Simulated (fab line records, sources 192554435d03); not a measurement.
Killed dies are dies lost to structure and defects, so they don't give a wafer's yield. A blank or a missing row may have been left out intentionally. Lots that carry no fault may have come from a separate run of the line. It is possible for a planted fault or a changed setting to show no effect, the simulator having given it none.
Matching of chambers    flow n5 finfet    4 sister chambers for N5_BEOL_M7_STRIP_36 on rie diel-04
The step strips in N2/H2. 4 wafers are shown with their chamber, then 11 later ones without.

WAFERS PAIRED WITH THEIR CHAMBERS
wafer   chamber  throttle valve pct (%)
L085.2  3        23.18
L085.5  1        23.25
L085.6  2        23.75
L087.2  0        23.80

WAFERS WHOSE CHAMBER IS MISSING
wafer   throttle valve pct (%)
L087.4  23.78
L087.6  23.27
L088.1  23.18
L088.5  23.79
L088.6  23.26
L092.1  23.81
L092.2  23.26
L092.4  23.78
L097.1  23.78
L097.4  23.29
L097.6  23.27

WHICH CHAMBER EACH ONE RAN IN
wafer   from the rows above      in truth
L087.4  can't be placed: 0 or 2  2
L087.6  1                        1
L088.1  3                        3
L088.5  can't be placed: 0 or 2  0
L088.6  1                        1
L092.1  0                        0
L092.2  1                        1
L092.4  can't be placed: 0 or 2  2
L097.1  can't be placed: 0 or 2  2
L097.4  1                        1
L097.6  1                        1
Placed correctly: 7 of 11. These rows do not allow placing 4 (true chamber among the candidates in 4). 0 placed wrongly.
How it was worked out, from the rows above alone: a wafer's distance from a chamber is the root of the sum, over the readings, of the square of ((its reading less the chamber's mean) divided by the reading's scatter). If the next closest chamber is less than 2 further off than the closest, the wafer can't be placed; otherwise it belongs to the closest. The mean given for a chamber averages the wafers shown for that chamber. The scatter: with one shown wafer a chamber, the root of the mean of the squares of how far each hidden wafer lies from its nearest shown one.
